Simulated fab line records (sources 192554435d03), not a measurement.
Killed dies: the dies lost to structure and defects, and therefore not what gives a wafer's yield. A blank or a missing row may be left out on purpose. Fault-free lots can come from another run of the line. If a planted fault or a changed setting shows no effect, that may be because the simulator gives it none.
A struck lot beside a sound one + flow n5 finfet + 15 steps out of a route of 1938
Sound: wafers L446.1, L446.5, L446.6. Struck: wafer L457.3; the same lot's L457.1 was not struck, so it is left out; see the end for the cause.
Per side, at each step with rows, come the tool, then ch with its chambers, and then its first start. Under that, the readings that differ: sound wafers + struck wafers + difference of the means + sigmas: that difference in standard deviations of wafers without a fault.
alike: a reading whose means differ by less than 2 such deviations, as well as words and numbers matching on both sides. not compared: withheld readings; readings where some wafer has no value; bounds like >300 that might hide an equal value; numbers whose values overlap and for which the record gives no deviation.
The two part at a step that has a row with sigmas, a row that says differs or no value, or rows on one side only. Numbers that don't overlap but have no deviation are shown without sigmas and don't part them. A reading missing from all wafers of one side parts the sides only when that side holds two or more wafers.

first, 9 steps without rows for these wafers: N5_BEOL_M2_COAT_61 (time 60 s, resist thk 60 nm); N5_BEOL_M2_COAT_62 (time 60 s, resist thk 12 nm); N5_BEOL_M2_COAT_73 (time 60 s, resist thk 5 nm); N5_BEOL_M2_COAT_05 (resist thk 30 nm); N5_BEOL_M2_EBR_07; N5_BEOL_M2_SOFTBAKE_06 (time 60 s); N5_BEOL_M2_EXPOSE_08 (exposes mask M2); N5_BEOL_M2_PEB_09 (peb time 60 s); N5_BEOL_M2_DEVELOP_10 (develop time 30 s).
N5_BEOL_M2_CD_MEAS_11: the cd target is 16.79 nm.
  sound on cd sem-01 ch 0, day 6 14:58; struck on cd sem-02 ch 0, day 9 07:44
  alike: cd nm
N5_BEOL_M2_OVL_MEAS_12:
  sound on overlay-01 ch 0, day 6 14:59; struck on overlay-01 ch 0, day 9 07:47
  alike: M2_OVL
N5_BEOL_M2_INSPECT_13: inspects for defects (brightfield).
  struck on defect inspect-02, day 9 07:50; sound on defect inspect-02, day 6 15:03
  alike: raw defect count
N5_BEOL_M2_DESCUM_16: chemistry O2, time 7 s.
  sound on rie diel-01 ch 0,1,3, day 6 15:06; struck on rie diel-01 ch 3, day 9 07:53
| reading                                      | sound             | struck | difference | sigmas |
|----------------------------------------------|-------------------|--------|------------|--------|
| rf vpp V (V)                                 | 243.5 241.5 244.2 | 246.3  | +3.2       | +2     |
| model.CAR-EUV_of_BEOL_M2_COAT_05.thk nm (nm) | 26.2 26.2 26      | 25.6   | -0.5       |        |
  alike: drypump motor current A, oes product au, showerhead plenum p Torr, throttle valve pct
  not compared: rf hours counter h
N5_BEOL_M2_ETCH_74: etches underlayer in N2/H2, target depth 6.5 nm, time 5.2 s.
  sound on rie diel-01 ch 0,1,3, day 6 15:08; struck on rie diel-01 ch 3, day 9 07:55
  alike: drypump motor current A, etch rf on time s, oes product au, rf vpp V, showerhead plenum p Torr, throttle valve pct
  not compared: rf hours counter h
N5_BEOL_M4_RC_MEAS_101:
  sound on prober-02 ch 0, day 7 23:03; struck on prober-02 ch 0, day 11 01:59
| reading       | sound          | struck | difference | sigmas |
|---------------|----------------|--------|------------|--------|
| ION_P (uA/um) | 470 463 468    | 451    | -16        | -2     |
| SS_N (mV/dec) | 70.9 71.9 71.9 | 72.9   | +1.3       | +3     |
| SS_P (mV/dec) | 72.7 73.4 73.3 | 74.4   | +1.3       | +2     |
  alike: DIBL_N, DIBL_P, IOFF_N, IOFF_P, ION_N, VT_N, VT_P

WHERE THEY PART
Last at N5_BEOL_M4_RC_MEAS_101 as far as this record goes, first at N5_BEOL_M2_DESCUM_16.

WHY: what the simulator had put in
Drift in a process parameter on rie diel-01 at N5_BEOL_M2_DESCUM_16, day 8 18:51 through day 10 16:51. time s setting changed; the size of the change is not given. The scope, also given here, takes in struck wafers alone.
